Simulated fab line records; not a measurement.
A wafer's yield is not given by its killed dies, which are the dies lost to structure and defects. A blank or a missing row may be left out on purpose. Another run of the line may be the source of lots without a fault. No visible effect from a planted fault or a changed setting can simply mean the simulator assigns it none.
Split-lot study + flow n5 finfet + 21 wafers read across 7 lots, on a route 1938 steps long

## ON THE SPLIT
At N5_HKMG_FIN_CVD_62 (deposits a-Si from Si2H6, target thk 3 nm, time 20.8 s), the setting temp c was moved away from the recipe's 500 C on 7 of the 21 wafers read, by -4.2% to +1.1%. This setting was run at the recipe's value on the other wafers.

The split's own step is where the reading is taken.

## THE READING
a-Si_of_HKMG_FIN_CVD_62.thk nm (the simulator's own value, which no gauge read), in nm, at N5_HKMG_FIN_CVD_62 (deposits a-Si from Si2H6, target thk 3 nm, time 20.8 s). The file does not state a usual value for it. The 14 wafers here that ran the recipe average 3.0 nm, standard deviation 0.15 nm.

| wafer  | tool, chamber at the split | temp c as run, C | against the recipe | a-Si_of_HKMG_FIN_CVD_62.thk nm, nm | against lot-mates on the recipe |
|--------|----------------------------|------------------|--------------------|------------------------------------|---------------------------------|
| L080.2 | thermal cvd si-02, 2       | 500              | recipe             | 3                                  | -                               |
| L080.3 | thermal cvd si-02, 1       | 500              | recipe             | 2.8                                | -                               |
| L080.4 | thermal cvd si-02, 2       | 479.1            | -4.2%              | 1.6                                | -1.3                            |
| L085.3 | thermal cvd si-01, 2       | 500              | recipe             | 3                                  | -                               |
| L085.5 | thermal cvd si-01, 0       | 481.4            | -3.7%              | 1.6                                | -1.4                            |
| L085.6 | thermal cvd si-01, 2       | 481.4            | -3.7%              | 1.8                                | -1.2                            |
| L088.2 | thermal cvd si-01, 1,2     | 500              | recipe             | 3                                  | -                               |
| L088.5 | thermal cvd si-01, 1,2     | 500              | recipe             | 3                                  | -                               |
| L088.3 | thermal cvd si-01, 0       | 487.9            | -2.4%              | 2.2                                | -0.8                            |
| L089.3 | thermal cvd si-02, 1       | 500              | recipe             | 2.8                                | -                               |
| L089.4 | thermal cvd si-02, 1,2     | 505.7            | +1.1%              | 3.4                                | +0.6                            |
| L089.6 | thermal cvd si-02, 1,2     | 505.7            | +1.1%              | 3.4                                | +0.6                            |
| L090.1 | thermal cvd si-01, 0,2     | 500              | recipe             | 3.2                                | -                               |
| L090.4 | thermal cvd si-01, 0,2     | 500              | recipe             | 3.2                                | -                               |
| L090.5 | thermal cvd si-01, 0       | 479.7            | -4.1%              | 1.8                                | -1.4                            |
| L091.2 | thermal cvd si-02, 2,1     | 500              | recipe             | 3                                  | -                               |
| L091.5 | thermal cvd si-02, 2,1     | 500              | recipe             | 3                                  | -                               |
| L091.6 | thermal cvd si-02, 0       | 500              | recipe             | 3.2                                | -                               |
| L095.1 | thermal cvd si-02, 1,2,2   | 500              | recipe             | 2.8                                | -                               |
| L095.2 | thermal cvd si-02, 1,2,2   | 500              | recipe             | 2.8                                | -                               |
| L095.4 | thermal cvd si-02, 1,2,2   | 500              | recipe             | 2.8                                | -                               |
Rows listing several chambers each stand for several wafers; the file does not say which wafer went through which chamber.

FIT RESULTS
A straight line over all 21 wafers: a-Si_of_HKMG_FIN_CVD_62.thk nm changes by +0.327 nm for each +1% of temp c; r = +0.97; the points scatter about the line by 0.14 nm.
The same after taking each lot's own level away (the mean of its wafers on the recipe; 21 wafers): +0.351 nm for each +1%; r = +0.99; scatter 0.091 nm.
The reading moves by 1.5 nm for the largest change in temp c, on that fit.
The span of the lots' own levels, 2.80 to 3.20 nm, comes to 2.7 times the standard deviation stated above.
Consequently the slope shifts little with the lot-to-lot level, the two slopes agreeing.
Check: with one of the wafers moved furthest among these (-4.2%) left out of the fit, the line predicts -1.48 nm for it against its lot-mates. It came out at -1.3 nm against them.

## ADDITIONAL SPLITS CARRIED BY THESE WAFERS
Before the reading, these wafers also passed through other splits. Each is held against what the fit with the lots' levels taken away leaves over:
| other split on the same wafers        | wafers away from the commonest value | r with a-Si_of_HKMG_FIN_CVD_62.thk nm (lot level and that fit taken away) |
|---------------------------------------|--------------------------------------|---------------------------------------------------------------------------|
| N5_WELL_APT_EXPOSE_22 dose mj         | 9                                    | +0.12                                                                     |
| N5_WELL_APT_DEVELOP_24 develop time s | 8                                    | +0.39                                                                     |
| N5_FIN_SAQP_COAT_50 spin rpm          | 5                                    | -0.22                                                                     |
| N5_FIN_SAQP_ETCH_51 cf4 flow sccm     | 7                                    | -0.09                                                                     |
| N5_FIN_SAQP_SPACER1_ALD_24 ald cycles | 5                                    | +0.00                                                                     |
| N5_STI_FIN_REVEAL_ETCHBACK_08 time s  | 4                                    | +0.03                                                                     |
| N5_DUMMY_GATE_ETCH_31 target depth a  | 5                                    | -0.45                                                                     |
| N5_SD_EPI_P_EPI_21 temp c             | 4                                    | -0.16                                                                     |
| N5_HKMG_FIN_ETCH_55 bias w            | 6                                    | -0.10                                                                     |

## THE FILE'S OWN FIT
a-Si_of_HKMG_FIN_CVD_62.thk nm changes by +0.338 nm for each +1% of temp c, r = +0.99.
